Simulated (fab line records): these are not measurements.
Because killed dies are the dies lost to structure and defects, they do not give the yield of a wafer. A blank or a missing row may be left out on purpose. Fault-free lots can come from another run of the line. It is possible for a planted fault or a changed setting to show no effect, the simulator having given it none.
The tool behind it: which one? | flow n5_finfet | 8 lots, 24 wafers sampled, at 4 steps of a route of 1938

== WHAT THE GAUGES SHOWED, per wafer ==
N5_STI_FIN_REVEAL_FIN_H_MEAS_10.
lot  | measured    | on     | trench_depth_nm (nm)
L576 | day 2 13:16 | ocd-01 | 52.2 52.9 51.6
L578 | day 3 02:04 | ocd-01 | 52.4 52.1 51.9
L579 | day 3 08:52 | ocd-01 | 42.1 41.9 41.9
L581 | day 3 20:25 | ocd-02 | 52.2 51.7 52.0
L592 | day 6 13:20 | ocd-01 | 51.6 51.4 51.4
L595 | day 7 06:13 | ocd-01 | 51.5 52.4 52.9
L598 | day 8 00:09 | ocd-01 | 53.0 52.7 52.6
L599 | day 8 06:41 | ocd-01 | 51.0 50.9 51.4

== EACH LOT AND THE TOOL THAT RAN IT (in order: tool; ch and the chambers of the sampled wafers; start) ==
lot  | N5_STI_FIN_REVEAL_ALD_00         | N5_STI_FIN_REVEAL_ETCHBACK_08     | N5_STI_FIN_REVEAL_ETCH_34
L576 | ald_sin-03 ch 1,2,3, day 2 04:29 | rie_diel-02 ch 0,1,2, day 2 10:08 | rie_si-01 ch 1,2,3, day 2 12:40
L578 | ald_sin-04 ch 1,3, day 2 17:07   | rie_diel-02 ch 0,1, day 2 22:44   | rie_si-03 ch 0,1,3, day 3 01:16
L579 | ald_sin-04 ch 0,2,3, day 3 00:02 | rie_diel-02 ch 0,1,2, day 3 05:40 | rie_si-04 ch 0,2,3, day 3 08:11
L581 | ald_sin-03 ch 1,2,3, day 3 11:41 | rie_diel-04 ch 1,3, day 3 17:27   | rie_si-04 ch 0,1,3, day 3 19:48
L592 | ald_sin-03 ch 0,1,3, day 6 04:42 | rie_diel-05 ch 0,1,2, day 6 10:22 | rie_si-01 ch 0,1,2, day 6 12:43
L595 | ald_sin-01 ch 1,2,3, day 6 21:35 | rie_diel-05 ch 0,2,3, day 7 03:16 | rie_si-04 ch 0,1,3, day 7 05:36
L598 | ald_sin-03 ch 0,1,3, day 7 15:29 | rie_diel-04 ch 1,2,3, day 7 21:11 | rie_si-03 ch 0,1,2, day 7 23:32
L599 | ald_sin-04 ch 0,2,3, day 7 21:41 | rie_diel-02 ch 0,1,2, day 8 03:43 | rie_si-04 ch 2,3, day 8 06:04
- N5_STI_FIN_REVEAL_ALD_00: deposits SiO2, target thk 1 nm, pulse time 1 s.
- N5_STI_FIN_REVEAL_ETCHBACK_08: etches SiO2 in C4F6/O2, target depth 30.5 nm, time 10.167 s.
- N5_STI_FIN_REVEAL_ETCH_34: etches Si in H2, material Si, target depth 0.97 nm.

== THE ANSWER, worked out from the rows above alone ==
Rule: usual is defined by the lots themselves. Put in order of their means at a reading, lots are off if they are a third of the lots or fewer, leave a main group of 4 or more, and stand apart from it by a gap of 3 or more times the standard deviation of the main group's means; of several such gaps the widest counts. Not used: any main group whose means are identical at the precision the tables above print for the reading. A lot without any number at a reading at which 4 lots or more have one is off too. All remaining lots with rows at the step are treated as sound.
Off at N5_STI_FIN_REVEAL_FIN_H_MEAS_10 (trench_depth_nm): L579. The main group has a mean of 52.0 nm with a standard deviation of 0.51.
A tool fits if, at a process step before that reading, it ran every lot that is off, and no sound lot after the first of them. The gauges at N5_STI_FIN_REVEAL_FIN_H_MEAS_10 are tried like those tools. Of those tried, none fits.

== WHAT WAS PUT IN BY THE SIMULATOR ==
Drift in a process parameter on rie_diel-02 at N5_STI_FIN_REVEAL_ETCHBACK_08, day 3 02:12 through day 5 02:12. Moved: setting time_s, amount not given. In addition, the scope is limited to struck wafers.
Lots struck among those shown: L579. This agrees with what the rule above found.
